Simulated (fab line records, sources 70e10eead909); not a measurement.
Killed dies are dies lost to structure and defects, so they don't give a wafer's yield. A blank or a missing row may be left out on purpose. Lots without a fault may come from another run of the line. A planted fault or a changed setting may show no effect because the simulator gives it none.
Chamber matching | flow nand_harc | NHARC_THIN_TSV_ETCHBACK_48 on rie_diel-02: 4 sister chambers
The step etches the open film in C4F8/Ar, target depth 1028.5 nm, time 405.17 s. 8 wafers are shown with their chamber, then 7 later ones without.

WAFERS WITH THEIR CHAMBER
wafer  | chamber | rf_vpp_V (V) | chamber_pressure_mTorr (mTorr)
L715.2 | 3       | 549          | 24.989
L715.3 | 0       | 543          | 25.021
L716.3 | 0       | 542          | 25.015
L716.6 | 1       | 540          | 24.996
L718.2 | 3       | 548          | 24.998
L718.5 | 2       | 550          | 25.041
L718.6 | 1       | 542          | 24.964
L719.1 | 2       | 549          | 24.993

WAFERS WITHOUT THEIR CHAMBER
wafer  | rf_vpp_V (V) | chamber_pressure_mTorr (mTorr)
L719.2 | 541          | 24.986
L719.4 | 548          | 24.985
L722.4 | 543          | 25.006
L722.6 | 549          | 25.035
L731.2 | 549          | 25.029
L731.3 | 541          | 24.941
L731.6 | 541          | 24.992

WHICH CHAMBER EACH WENT THROUGH
wafer  | from the rows above     | in truth
L719.2 | can't be placed: 1 or 0 | 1
L719.4 | can't be placed: 3 or 2 | 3
L722.4 | can't be placed: 0 or 1 | 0
L722.6 | can't be placed: 2 or 3 | 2
L731.2 | can't be placed: 2 or 3 | 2
L731.3 | 1                       | 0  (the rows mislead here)
L731.6 | can't be placed: 1 or 0 | 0
Placed correctly: 0 of 7. Can't be placed from these rows: 6 (the true chamber is among the candidates in 6). Placed wrongly: 1.
How it was worked out, from the rows above alone: a wafer's distance from a chamber is the root of the sum, over the readings, of the square of ((its reading less the chamber's mean) divided by the reading's scatter). The wafer belongs to the nearest chamber; if the next one is less than 2 further off, it can't be placed. A chamber's mean is the mean of its shown wafers. The scatter: the root of (the sum of the squares of (reading less its chamber's mean) over the shown wafers, divided by (wafers less chambers)).
